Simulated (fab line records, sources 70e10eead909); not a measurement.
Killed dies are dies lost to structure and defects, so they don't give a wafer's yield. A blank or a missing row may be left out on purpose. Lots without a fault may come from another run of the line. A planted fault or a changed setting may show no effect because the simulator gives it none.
Which tool did it? | flow nand_harc | 24 lots, 72 wafers sampled, at 5 steps of a route of 1302

WHAT THE GAUGES READ, wafer by wafer
NHARC_A_ONON_D2_THK_MEAS_34: measures by ellipsometry. Usual: thk_nm 200.0 nm, standard deviation 2.8.
lot  | measured     | on            | thk_nm (nm)       | flag
L074 | day 12 19:50 | film_metro-01 | 199.9 200.5 206.8 |
L075 | day 13 15:53 | film_metro-02 | 202.0 198.8 204.9 |
L076 | day 13 15:56 | film_metro-02 | 200.2 204.1 207.0 |
L077 | day 13 15:55 | film_metro-01 | 198.5 199.0 201.4 |
L078 | day 14 15:17 | film_metro-02 | 196.9 197.8 201.6 |
L079 | day 14 19:31 | film_metro-01 | 197.7 198.8 201.9 |
L080 | day 15 10:47 | film_metro-02 | 199.6 201.4 201.7 |
L081 | day 15 10:51 | film_metro-01 | 195.9 201.5 200.0 |
L082 | day 16 09:26 | film_metro-02 | 200.0 202.2 202.7 |
L083 | day 17 01:32 | film_metro-01 | 194.7 199.2 200.8 |
L084 | day 17 01:32 | film_metro-01 | 197.6 198.4 197.8 |
L085 | day 17 14:32 | film_metro-02 | 198.6 199.2 202.4 |
L086 | day 17 14:30 | film_metro-01 | 199.4 197.1 203.2 |
L087 | day 17 23:31 | film_metro-02 | 203.9 200.4 203.7 |
L089 | day 18 19:26 | film_metro-01 | 195.6 195.8 199.2 |
L088 | day 18 19:27 | film_metro-02 | 197.0 201.4 202.4 |
L090 | day 19 17:45 | film_metro-01 | 199.6 197.4 201.5 |
L091 | day 19 17:44 | film_metro-02 | 199.2 196.6 199.8 |
L092 | day 20 17:12 | film_metro-01 | 199.8 203.3 205.1 |
L093 | day 20 17:11 | film_metro-02 | 196.1 196.0 198.1 |
L095 | day 21 08:53 | film_metro-02 | 192.9 198.0 195.7 |
L094 | day 22 08:49 | film_metro-01 | 198.2 203.7 204.9 |
L097 | day 22 19:15 | film_metro-02 | 197.7 198.1 204.0 |
L096 | day 22 19:05 | film_metro-01 | 199.2 199.6 197.7 |

WHICH TOOL RAN EACH LOT (tool, then ch and the chambers of the sampled wafers, then the start)
lot  | NHARC_A_CHANNEL_HOLE_D1_ETCH_34               | NHARC_A_CHANNEL_HOLE_D1_ETCH_20  | NHARC_A_CHANNEL_HOLE_D1_ETCH_24  | NHARC_A_CHANNEL_HOLE_D1_ETCH_33
L074 | rie_diel-02 ch 1,2, day 8 12:20 or earlier    | har_etch-01 ch 0,1, day 8 12:20  | har_etch-01 ch 0,1, day 8 14:26  | har_etch-01 ch 0,1, day 8 16:12
L075 | rie_diel-06 ch 0,1,3, day 9 03:26 or earlier  | har_etch-02 ch 0,1, day 9 03:26  | har_etch-02 ch 0,1, day 9 05:26  | har_etch-02 ch 0,1, day 9 07:17
L076 | rie_diel-06 ch 0,2,3, day 9 12:35 or earlier  | har_etch-01 ch 0,1, day 9 12:35  | har_etch-01 ch 0,1, day 9 14:46  | har_etch-01 ch 0,1, day 9 16:26
L077 | rie_diel-02 ch 1,3, day 9 15:58 or earlier    | har_etch-02 ch 0,1, day 9 15:58  | har_etch-02 ch 0,1, day 9 17:59  | har_etch-02 ch 0,1, day 9 19:50
L078 | rie_diel-04 ch 1,3, day 10 00:38 or earlier   | har_etch-02 ch 0,1, day 10 00:38 | har_etch-02 ch 0,1, day 10 02:44 | har_etch-02 ch 0,1, day 10 04:28
L079 | rie_diel-06 ch 0,1,3, day 10 11:25 or earlier | har_etch-01 ch 0,1, day 10 11:25 | har_etch-01 ch 0,1, day 10 13:30 | har_etch-01 ch 0,1, day 10 15:14
L080 | rie_diel-02 ch 1,2,3, day 11 03:28 or earlier | har_etch-02 ch 0,1, day 11 03:28 | har_etch-02 ch 0,1, day 11 05:29 | har_etch-02 ch 0,1, day 11 07:19
L081 | rie_diel-06 ch 0,3, day 11 03:50 or earlier   | har_etch-01 ch 0,1, day 11 03:50 | har_etch-01 ch 0,1, day 11 05:55 | har_etch-01 ch 0,1, day 11 07:38
L082 | rie_diel-06 ch 0,1,3, day 12 03:19 or earlier | har_etch-01 ch 0,1, day 12 03:19 | har_etch-01 ch 0,1, day 12 05:19 | har_etch-01 ch 0,1, day 12 07:09
L083 | rie_diel-06 ch 0,1, day 12 15:02 or earlier   | har_etch-02 ch 0,1, day 12 15:02 | har_etch-02 ch 0,1, day 12 17:13 | har_etch-02 ch 0,1, day 12 18:52
L084 | rie_diel-02 ch 1,2,3, day 12 15:07 or earlier | har_etch-01 ch 0,1, day 12 15:07 | har_etch-01 ch 0,1, day 12 17:13 | har_etch-01 ch 0,1, day 12 18:58
L085 | rie_diel-06 ch 0,1,3, day 13 05:25 or earlier | har_etch-02 ch 0,1, day 13 05:25 | har_etch-02 ch 0,1, day 13 07:35 | har_etch-02 ch 0,1, day 13 09:14
L086 | rie_diel-06 ch 2,3, day 13 08:11 or earlier   | har_etch-01 ch 0, day 13 08:11   | har_etch-01 ch 0, day 13 10:17   | har_etch-01 ch 0, day 13 12:01
L087 | rie_diel-06 ch 2,3, day 13 17:26 or earlier   | har_etch-02 ch 0,1, day 13 17:26 | har_etch-02 ch 0,1, day 13 19:26 | har_etch-02 ch 0,1, day 13 21:18
L089 | rie_diel-06 ch 0,1,3, day 14 14:55 or earlier | har_etch-02 ch 0,1, day 14 14:55 | har_etch-02 ch 0,1, day 14 16:59 | har_etch-02 ch 0,1, day 14 18:45
L088 | rie_diel-06 ch 0,1,2, day 14 15:56 or earlier | har_etch-01 ch 0,1, day 14 15:56 | har_etch-01 ch 0,1, day 14 17:58 | har_etch-01 ch 0,1, day 14 19:49
L090 | rie_diel-06 ch 0,1,2, day 15 05:41 or earlier | har_etch-02 ch 1, day 15 05:41   | har_etch-02 ch 1, day 15 09:41   | har_etch-02 ch 1, day 15 13:24
L091 | rie_diel-06 ch 0,2,3, day 15 10:24 or earlier | har_etch-01 ch 0,1, day 15 10:24 | har_etch-01 ch 0,1, day 15 12:29 | har_etch-01 ch 0,1, day 15 14:14
L092 | rie_diel-06 ch 0,2,3, day 16 02:22 or earlier | har_etch-01 ch 0,1, day 16 02:22 | har_etch-01 ch 0,1, day 16 06:24 | har_etch-01 ch 0,1, day 16 08:02
L093 | rie_diel-04 ch 0,1,3, day 16 07:40 or earlier | har_etch-02 ch 0,1, day 16 07:40 | har_etch-02 ch 0,1, day 16 09:46 | har_etch-02 ch 0,1, day 16 11:30
L095 | rie_diel-06 ch 0,1,2, day 17 02:24 or earlier | har_etch-01 ch 0,1, day 17 02:24 | har_etch-01 ch 0,1, day 17 04:25 | har_etch-01 ch 0,1, day 17 06:14
L094 | rie_diel-06 ch 1,2,3, day 17 16:24 or earlier | har_etch-02 ch 0,1, day 17 16:24 | har_etch-02 ch 0,1, day 17 18:30 | har_etch-02 ch 0,1, day 17 20:16
L097 | rie_diel-06 ch 0,2,3, day 18 04:07 or earlier | har_etch-01 ch 0,1, day 18 04:07 | har_etch-01 ch 0,1, day 18 06:08 | har_etch-01 ch 0,1, day 18 07:58
L096 | rie_diel-04 ch 0,2,3, day 18 04:59 or earlier | har_etch-02 ch 0,1, day 18 04:59 | har_etch-02 ch 0,1, day 18 07:01 | har_etch-02 ch 0,1, day 18 08:52
- NHARC_A_CHANNEL_HOLE_D1_ETCH_34: etches the open film in CF4/CHF3, target depth 154 nm, time 77 s.
- NHARC_A_CHANNEL_HOLE_D1_ETCH_20: etches the open film in C4F8/O2/Ar, time 361.9 s, target depth 1600 nm.
- NHARC_A_CHANNEL_HOLE_D1_ETCH_24: etches the open film in C4F8/O2/Ar, time 906.2 s, target depth 1500 nm.
- NHARC_A_CHANNEL_HOLE_D1_ETCH_33: etches the open film in C4F8/O2/Ar, time 90 s, target depth 400 nm.

WHAT THE TOOLS THEMSELVES READ (means of the sampled wafers that have a number; where no wafer has one, the mark that the record gives instead)
NHARC_A_CHANNEL_HOLE_D1_ETCH_34. Usual: cf4_flow_sccm 100.1 sccm, standard deviation 0.34; drypump_motor_current_A 5.8 A, standard deviation 0.38; oes_product_au 0.951 a.u., standard deviation 0.023; rf_vpp_V 369.6 V, standard deviation 2.2; showerhead_plenum_p_Torr 1.54 Torr, standard deviation 0.061; throttle_valve_pct 16.803 %, standard deviation 0.01.
lot  | tool        | cf4_flow_sccm (sccm) | drypump_motor_current_A (A) | oes_product_au (a.u.) | rf_vpp_V (V) | showerhead_plenum_p_Torr (Torr) | throttle_valve_pct (%) | flag
L074 | rie_diel-02 | 100.2                | 5.9                         | 0.955                 | 371.4        | 1.59                            | 16.799                 |
L075 | rie_diel-06 | 100.1                | 6.0                         | 0.928                 | 370.3        | 1.55                            | 16.807                 |
L076 | rie_diel-06 | 100.3                | 5.9                         | 0.982                 | 367.9        | 1.51                            | 16.801                 |
L077 | rie_diel-02 | 100.1                | 5.6                         | 0.925                 | 373.4        | 1.67                            | 16.800                 |
L078 | rie_diel-04 | 100.2                | 5.2                         | 0.969                 | 371.3        | 1.58                            | 16.802                 |
L079 | rie_diel-06 | 99.8                 | 6.0                         | 0.967                 | 369.4        | 1.55                            | 16.802                 |
L080 | rie_diel-02 | 99.9                 | 5.7                         | 0.958                 | 371.6        | 1.62                            | 16.803                 |
L081 | rie_diel-06 | 100.0                | 6.2                         | 0.963                 | 369.3        | 1.53                            | 16.814                 |
L082 | rie_diel-06 | 100.2                | 6.0                         | 0.923                 | 369.0        | 1.54                            | 16.807                 |
L083 | rie_diel-06 | 99.9                 | 5.8                         | 0.922                 | 371.1        | 1.56                            | 16.804                 |
L084 | rie_diel-02 | 99.7                 | 5.7                         | 0.952                 | 371.3        | 1.61                            | 16.812                 |
L085 | rie_diel-06 | 100.2                | 6.0                         | 0.921                 | 370.6        | 1.54                            | 16.802                 |
L086 | rie_diel-06 | 99.9                 | 5.9                         | 0.976                 | 369.1        | 1.51                            | 16.807                 |
L087 | rie_diel-06 | 100.2                | 5.9                         | 0.936                 | 367.9        | 1.51                            | 16.811                 |
L089 | rie_diel-06 | 100.0                | 6.0                         | 0.971                 | 370.1        | 1.54                            | 16.796                 |
L088 | rie_diel-06 | 100.0                | 5.7                         | 0.975                 | 368.5        | 1.52                            | 16.804                 |
L090 | rie_diel-06 | 100.0                | 5.7                         | 0.932                 | 368.5        | 1.52                            | 16.802                 |
L091 | rie_diel-06 | 100.2                | 5.9                         | 0.948                 | 368.6        | 1.50                            | 16.808                 |
L092 | rie_diel-06 | 100.2                | 5.9                         | 0.948                 | 368.3        | 1.50                            | 16.808                 |
L093 | rie_diel-04 | 100.2                | 5.4                         | 0.972                 | 371.4        | 1.60                            | 16.803                 |
L095 | rie_diel-06 | 100.5                | 5.7                         | 0.980                 | 368.7        | 1.52                            | 16.797                 |
L094 | rie_diel-06 | 99.9                 | 5.7                         | 0.920                 | 368.0        | 1.53                            | 16.804                 |
L097 | rie_diel-06 | 100.3                | 5.9                         | 0.931                 | 368.3        | 1.50                            | 16.790                 |
L096 | rie_diel-04 | 100.2                | 5.5                         | 0.974                 | 371.6        | 1.59                            | 16.805                 |

NHARC_A_CHANNEL_HOLE_D1_ETCH_20. Usual: drypump_motor_current_A 5.83 A, standard deviation 0.13; showerhead_plenum_p_Torr 3.65 Torr, standard deviation 0.18; throttle_valve_pct 32.155 %, standard deviation 0.01.
lot  | tool        | drypump_motor_current_A (A) | showerhead_plenum_p_Torr (Torr) | throttle_valve_pct (%) | flag
L074 | har_etch-01 | 5.88                        | 3.70                            | 32.152                 |
L075 | har_etch-02 | 5.81                        | 3.42                            | 32.152                 |
L076 | har_etch-01 | 5.91                        | 3.65                            | 32.149                 |
L077 | har_etch-02 | 5.71                        | 3.42                            | 32.156                 |
L078 | har_etch-02 | 5.79                        | 3.42                            | 32.151                 |
L079 | har_etch-01 | 5.88                        | 3.68                            | 32.144                 |
L080 | har_etch-02 | 5.80                        | 3.41                            | 32.162                 |
L081 | har_etch-01 | 5.88                        | 3.68                            | 32.158                 |
L082 | har_etch-01 | 5.93                        | 3.63                            | 32.153                 |
L083 | har_etch-02 | 5.72                        | 3.76                            | 32.156                 |
L084 | har_etch-01 | 5.91                        | 3.63                            | 32.152                 |
L085 | har_etch-02 | 5.74                        | 3.75                            | 32.152                 |
L086 | har_etch-01 | 5.82                        | 3.70                            | 32.160                 |
L087 | har_etch-02 | 5.81                        | 3.57                            | 32.152                 |
L089 | har_etch-02 | 5.83                        | 3.57                            | 32.163                 |
L088 | har_etch-01 | 5.89                        | 3.65                            | 32.162                 |
L090 | har_etch-02 | 5.62                        | 3.91                            | 32.169                 |
L091 | har_etch-01 | 5.90                        | 3.61                            | 32.150                 |
L092 | har_etch-01 | 5.91                        | 3.60                            | 32.169                 |
L093 | har_etch-02 | 5.71                        | 3.91                            | 32.154                 |
L095 | har_etch-01 | 5.88                        | 3.63                            | 32.149                 |
L094 | har_etch-02 | 5.79                        | 3.91                            | 32.159                 |
L097 | har_etch-01 | 5.93                        | 3.58                            | 32.153                 |
L096 | har_etch-02 | 5.72                        | 3.90                            | 32.155                 |

NHARC_A_CHANNEL_HOLE_D1_ETCH_24. Usual: drypump_motor_current_A 5.83 A, standard deviation 0.13; showerhead_plenum_p_Torr 3.65 Torr, standard deviation 0.18; throttle_valve_pct 32.236 %, standard deviation 0.0094.
lot  | tool        | drypump_motor_current_A (A) | showerhead_plenum_p_Torr (Torr) | throttle_valve_pct (%) | flag
L074 | har_etch-01 | 5.88                        | 3.69                            | 32.236                 |
L075 | har_etch-02 | 5.83                        | 3.42                            | 32.232                 |
L076 | har_etch-01 | 5.94                        | 3.65                            | 32.240                 |
L077 | har_etch-02 | 5.74                        | 3.41                            | 32.230                 |
L078 | har_etch-02 | 5.79                        | 3.41                            | 32.236                 |
L079 | har_etch-01 | 5.89                        | 3.68                            | 32.244                 |
L080 | har_etch-02 | 5.84                        | 3.41                            | 32.229                 |
L081 | har_etch-01 | 5.89                        | 3.67                            | 32.232                 |
L082 | har_etch-01 | 5.92                        | 3.63                            | 32.227                 |
L083 | har_etch-02 | 5.72                        | 3.75                            | 32.236                 |
L084 | har_etch-01 | 5.92                        | 3.62                            | 32.232                 |
L085 | har_etch-02 | 5.73                        | 3.75                            | 32.239                 |
L086 | har_etch-01 | 5.83                        | 3.69                            | 32.233                 |
L087 | har_etch-02 | 5.82                        | 3.57                            | 32.243                 |
L089 | har_etch-02 | 5.79                        | 3.56                            | 32.241                 |
L088 | har_etch-01 | 5.87                        | 3.65                            | 32.225                 |
L090 | har_etch-02 | 5.64                        | 3.91                            | 32.238                 |
L091 | har_etch-01 | 5.93                        | 3.60                            | 32.241                 |
L092 | har_etch-01 | 5.92                        | 3.59                            | 32.237                 |
L093 | har_etch-02 | 5.72                        | 3.90                            | 32.236                 |
L095 | har_etch-01 | 5.87                        | 3.62                            | 32.223                 |
L094 | har_etch-02 | 5.79                        | 3.91                            | 32.237                 |
L097 | har_etch-01 | 5.91                        | 3.58                            | 32.232                 |
L096 | har_etch-02 | 5.72                        | 3.89                            | 32.233                 |

NHARC_A_CHANNEL_HOLE_D1_ETCH_33. Usual: drypump_motor_current_A 5.82 A, standard deviation 0.13; showerhead_plenum_p_Torr 3.69 Torr, standard deviation 0.19; throttle_valve_pct 27.620 %, standard deviation 0.0095.
lot  | tool        | drypump_motor_current_A (A) | showerhead_plenum_p_Torr (Torr) | throttle_valve_pct (%) | flag
L074 | har_etch-01 | 5.87                        | 3.74                            | 27.629                 |
L075 | har_etch-02 | 5.81                        | 3.45                            | 27.620                 |
L076 | har_etch-01 | 5.90                        | 3.69                            | 27.618                 |
L077 | har_etch-02 | 5.72                        | 3.44                            | 27.612                 |
L078 | har_etch-02 | 5.82                        | 3.45                            | 27.621                 |
L079 | har_etch-01 | 5.86                        | 3.72                            | 27.619                 |
L080 | har_etch-02 | 5.79                        | 3.44                            | 27.628                 |
L081 | har_etch-01 | 5.89                        | 3.72                            | 27.623                 |
L082 | har_etch-01 | 5.93                        | 3.67                            | 27.623                 |
L083 | har_etch-02 | 5.71                        | 3.80                            | 27.619                 |
L084 | har_etch-01 | 5.95                        | 3.66                            | 27.628                 |
L085 | har_etch-02 | 5.69                        | 3.79                            | 27.618                 |
L086 | har_etch-01 | 5.83                        | 3.74                            | 27.612                 |
L087 | har_etch-02 | 5.82                        | 3.61                            | 27.622                 |
L089 | har_etch-02 | 5.85                        | 3.60                            | 27.619                 |
L088 | har_etch-01 | 5.86                        | 3.69                            | 27.620                 |
L090 | har_etch-02 | 5.62                        | 3.96                            | 27.626                 |
L091 | har_etch-01 | 5.95                        | 3.64                            | 27.620                 |
L092 | har_etch-01 | 5.92                        | 3.63                            | 27.621                 |
L093 | har_etch-02 | 5.73                        | 3.95                            | 27.624                 |
L095 | har_etch-01 | 5.87                        | 3.67                            | 27.609                 |
L094 | har_etch-02 | 5.81                        | 3.96                            | 27.616                 |
L097 | har_etch-01 | 5.92                        | 3.62                            | 27.617                 |
L096 | har_etch-02 | 5.73                        | 3.94                            | 27.612                 |

THE ANSWER, worked out from the rows above alone
Rule: a lot is off if the mean of its wafers that have a number lies more than 3 standard deviations from the usual mean. A lot without any number at a reading at which 4 lots or more have one is off too. The other lots that the step has rows for count as sound. The gauges are gone through in route order, then the tools' own readings, and for those a lot's mean is taken as printed above. The first step at which some lot is off is used, and at that step the reading that is off furthest; a lot without a number counts as furthest.
No lot is off at any reading shown: from this, nothing can be told.

WHAT THE SIMULATOR HAD PUT IN
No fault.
